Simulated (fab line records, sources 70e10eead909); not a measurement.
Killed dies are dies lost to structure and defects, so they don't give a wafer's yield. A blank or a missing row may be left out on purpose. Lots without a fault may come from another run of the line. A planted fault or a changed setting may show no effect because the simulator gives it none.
Which tool did it? | flow nand_harc | 12 lots, 36 wafers sampled, at 2 steps of a route of 1302

WHAT THE GAUGES READ, wafer by wafer
NHARC_P_BONDPAD_CD_MEAS_13.
lot  | measured     | on        | cd_nm (nm)
L076 | day 7 06:20  | cd_sem-01 | 498.6 501.8 499.8
L078 | day 8 07:30  | cd_sem-01 | 500.0 499.1 502.3
L079 | day 9 01:13  | cd_sem-01 | 501.7 502.2 502.8
L081 | day 9 17:49  | cd_sem-02 | 500.2 498.1 499.3
L083 | day 10 05:05 | cd_sem-03 | 500.2 497.2 498.1
L085 | day 11 04:32 | cd_sem-02 | 501.1 500.9 497.8
L087 | day 12 05:02 | cd_sem-03 | 498.5 500.0 500.4
L089 | day 12 23:23 | cd_sem-01 | 499.1 501.1 499.7
L091 | day 13 15:15 | cd_sem-03 | 500.4 499.7 498.4
L093 | day 14 15:01 | cd_sem-03 | 498.2 499.3 501.3
L095 | day 15 04:52 | cd_sem-01 | 502.2 503.1 503.3
L097 | day 16 08:49 | cd_sem-02 | 498.6 499.0 497.9

WHICH TOOL RAN EACH LOT (tool, then ch and the chambers of the sampled wafers, then the start)
lot  | NHARC_P_BONDPAD_CMP_32
L076 | cmp-02 ch 0,2,3, day 7 05:09
L078 | cmp-02 ch 0,2, day 8 06:11
L079 | cmp-02 ch 0,1,3, day 8 23:52
L081 | cmp-03 ch 0,1,3, day 9 16:30
L083 | cmp-04 ch 0,1,3, day 10 03:50
L085 | cmp-04 ch 0,2,3, day 11 03:20
L087 | cmp-02 ch 0,1,3, day 12 03:49
L089 | cmp-02 ch 0,1,3, day 12 22:02
L091 | cmp-02 ch 1,2,3, day 13 13:55
L093 | cmp-02 ch 1,2,3, day 14 13:43
L095 | cmp-04 ch 1,2, day 15 03:31
L097 | cmp-03 ch 2,3, day 16 07:29
- NHARC_P_BONDPAD_CMP_32: polishes SiCN, target thk 200 nm.

THE ANSWER, worked out from the rows above alone
Rule: what is usual is taken from the lots themselves. Put in order of their means at a reading, lots are off if they are a third of the lots or fewer, leave a main group of 4 or more, and stand apart from it by a gap of 3 or more times the standard deviation of the main group's means; of several such gaps the widest counts. A main group whose means are all the same, to the digits that the tables above print for the reading, isn't used. A lot without any number at a reading at which 4 lots or more have one is off too. The other lots that the step has rows for count as sound.
No lot is off at any reading shown: from this, nothing can be told.

WHAT THE SIMULATOR HAD PUT IN
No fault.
